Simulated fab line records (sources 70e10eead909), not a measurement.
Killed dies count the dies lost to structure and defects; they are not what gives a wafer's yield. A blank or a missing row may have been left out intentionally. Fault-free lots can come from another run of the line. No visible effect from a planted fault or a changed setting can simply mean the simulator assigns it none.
Which tool is to blame? || flow nand harc || 12 lots, 36 wafers sampled, at 1 step of a route of 1302

== WHAT THE GAUGES READ, wafer by wafer ==
NHARC_A_M0_OVL_MEAS_10: pitch 160 nm.
{"lot": "L075", "measured": "day 23 12:26", "on": "overlay-01", "overlay x nm (nm)": "-0.2 -0.5 -0.2"}
{"lot": "L076", "measured": "day 23 19:37", "on": "overlay-01", "overlay x nm (nm)": "-0.5 -0.6 -0.6"}
{"lot": "L079", "measured": "day 25 03:17", "on": "overlay-01", "overlay x nm (nm)": "-0.5 0.3 0.2"}
{"lot": "L080", "measured": "day 25 14:26", "on": "overlay-02", "overlay x nm (nm)": "-0.3 -0.6 -0.8"}
{"lot": "L082", "measured": "day 26 00:37", "on": "overlay-02", "overlay x nm (nm)": "-0.3 -0.4 -0.5"}
{"lot": "L085", "measured": "day 26 19:24", "on": "overlay-02", "overlay x nm (nm)": "1.2 1.2 1.6"}
{"lot": "L087", "measured": "day 28 05:34", "on": "overlay-01", "overlay x nm (nm)": "0.4 0.6 -0.1"}
{"lot": "L088", "measured": "day 29 01:22", "on": "overlay-02", "overlay x nm (nm)": "-0.7 -0.2 -0.2"}
{"lot": "L091", "measured": "day 29 11:58", "on": "overlay-01", "overlay x nm (nm)": "0.3 0.4 0.1"}
{"lot": "L093", "measured": "day 31 08:52", "on": "overlay-02", "overlay x nm (nm)": "0.6 0.5 0.3"}
{"lot": "L095", "measured": "day 31 17:17", "on": "overlay-01", "overlay x nm (nm)": "1.2 1.0 1.4"}
{"lot": "L097", "measured": "day 32 16:00", "on": "overlay-02", "overlay x nm (nm)": "0.0 0.2 0.1"}

== WHICH TOOL RAN EACH LOT (tool, then ch and the chambers of the sampled wafers, then the start) ==
There is no process step in the record ahead of these readings.

== THE ANSWER, worked out from the rows above alone ==
Rule: usual is defined by the lots themselves. The widest of any qualifying gaps counts: lots, ordered by their means at a reading, are off when they make up no more than a third of the lots, leave a main group of 4 or more, and stand apart from it by 3 or more times the standard deviation of that group's means. A main group whose means are all the same, to the digits that the tables above print for the reading, isn't used. Also off: a lot with no number at a reading for which 4 or more lots have one. All remaining lots with rows at the step are treated as sound.
Nothing can be told from this: no lot is off at any reading shown.

== WHAT THE SIMULATOR PUT IN ==
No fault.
